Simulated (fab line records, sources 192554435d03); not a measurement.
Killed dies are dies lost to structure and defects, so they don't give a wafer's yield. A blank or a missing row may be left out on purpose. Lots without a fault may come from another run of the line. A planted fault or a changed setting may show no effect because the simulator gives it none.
Split-lot experiment | flow n5_finfet | 7 lots, 21 wafers read, on a route of 1938 steps

THE SPLIT
At N5_BEOL_M13_ETCH_59 (etches BARC in N2/H2, target depth 89 nm, overetch 26.7 nm, time 67.9 s), the setting time_s was moved away from the recipe's 67.9 s on 7 of the 21 wafers read, by -18.1% to +16.6%. The other wafers ran this setting at the recipe's value.

The reading is taken at the split's own step.

THE READING
coat_of_BEOL_M13_COAT_04.thk_nm (the simulator's own value, which no gauge read), in nm, at N5_BEOL_M13_ETCH_59 (etches BARC in N2/H2, target depth 89 nm, overetch 26.7 nm, time 67.9 s). The file gives no usual value for it. The 14 wafers here that ran the recipe average 319.1 nm, standard deviation 1.1 nm.

wafer  | tool, chamber at the split | time_s as run, s | against the recipe | coat_of_BEOL_M13_COAT_04.thk_nm, nm | against lot-mates on the recipe
L078.2 | rie_diel-06, 2             | 67.9             | recipe             | 318.6                               | -
L078.4 | rie_diel-06, 1             | 67.9             | recipe             | 319.6                               | -
L078.5 | rie_diel-06, 2             | 56.93            | -16.2%             | 329.2                               | +10.1
L080.1 | rie_diel-06, 2             | 55.98            | -17.6%             | 329.2                               | +10.8
L080.4 | rie_diel-06, 0             | 55.98            | -17.6%             | 332.4                               | +14.0
L080.6 | rie_diel-06, 2             | 67.9             | recipe             | 318.4                               | -
L083.2 | rie_diel-06, 0             | 67.9             | recipe             | 319                                 | -
L083.3 | rie_diel-06, 1             | 67.9             | recipe             | 319.2                               | -
L083.6 | rie_diel-06, 0             | 67.9             | recipe             | 319.2                               | -
L084.1 | rie_diel-01, 0             | 55.61            | -18.1%             | 327.6                               | +7.9
L084.3 | rie_diel-01, 3             | 67.9             | recipe             | 321                                 | -
L084.4 | rie_diel-01, 1             | 67.9             | recipe             | 318.4                               | -
L087.3 | rie_diel-06, 2             | 79.19            | +16.6%             | 307.4                               | no lot-mate on the recipe
L087.4 | rie_diel-06, 2             | 79.19            | +16.6%             | 307.6                               | no lot-mate on the recipe
L087.6 | rie_diel-06, 0             | 79.19            | +16.6%             | 310.4                               | no lot-mate on the recipe
L095.1 | rie_diel-03, 0             | 67.9             | recipe             | 318.8                               | -
L095.3 | rie_diel-03, 3             | 67.9             | recipe             | 317.8                               | -
L095.6 | rie_diel-03, 2             | 67.9             | recipe             | 317.4                               | -
L097.4 | rie_diel-03, 1             | 67.9             | recipe             | 321                                 | -
L097.5 | rie_diel-03, 2             | 67.9             | recipe             | 318.8                               | -
L097.6 | rie_diel-03, 1             | 67.9             | recipe             | 320.6                               | -

THE FIT
A straight line over all 21 wafers: coat_of_BEOL_M13_COAT_04.thk_nm changes by -0.619 nm for each +1% of time_s; r = -0.98; the points scatter about the line by 1.4 nm.
The same after taking each lot's own level away (the mean of its wafers on the recipe; 18 wafers): -0.615 nm for each +1%; r = -0.96; scatter 1.3 nm.
On that fit, the largest move of time_s shifts the reading by 11 nm.
The lots' own levels span 318.00 to 320.13 nm, that is 2.0 times the standard deviation above.
So the lot-to-lot level changes the slope little: the two slopes agree.
Check: with one of the wafers moved furthest among these (-18.1%) left out of the fit, the line predicts +12.3 nm for it against its lot-mates. It came out at +7.9 nm against them.

THE FILE'S OWN FIT
coat_of_BEOL_M13_COAT_04.thk_nm changes by -0.584 nm for each +1% of time_s, r = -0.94.
